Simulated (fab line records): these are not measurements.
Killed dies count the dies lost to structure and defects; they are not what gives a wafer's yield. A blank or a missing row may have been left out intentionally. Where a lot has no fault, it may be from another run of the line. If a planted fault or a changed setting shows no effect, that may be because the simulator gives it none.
Matching of chambers    flow n5-finfet    pecvd-02 running N5_GATE_CUT_PECVD_57: 3 sister chambers
The step deposits SiNx from SiH4/NH3/N2, target thk 21 nm. 3 wafers are shown with their chamber, then 7 later ones without.

== WAFERS, EACH WITH ITS CHAMBER ==
wafer   chamber  throttle-valve-pct (%)
L082.1  0        39.9
L086.2  1        41.1
L087.4  2        38.3

== WAFERS MISSING THEIR CHAMBER ==
wafer   throttle-valve-pct (%)
L087.5  40.9
L093.2  40.4
L093.3  38.5
L093.6  40.9
L097.2  40.8
L097.3  39.8
L097.6  40.6

== CHAMBER TAKEN BY EACH ==
wafer   from the rows above      in truth
L087.5  1                        1
L093.2  can't be placed: 0 or 1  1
L093.3  2                        2
L093.6  1                        1
L097.2  can't be placed: 1 or 0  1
L097.3  0                        0
L097.6  can't be placed: 1 or 0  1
Correct placement for 4 of the 7. From these rows, 3 cannot be placed; in 3 the true chamber is one of the candidates. Number placed wrongly: 0.
How it was worked out, from the rows above alone: a wafer's distance from a chamber is the root of the sum, over the readings, of the square of ((its reading less the chamber's mean) divided by the reading's scatter). The wafer belongs to the nearest chamber; if the next one is less than 2 further off, it can't be placed. For every chamber, the mean is computed from those of its wafers that are shown. The scatter: root of mean squared gap, hidden wafer to nearest shown wafer, with one shown wafer a chamber.
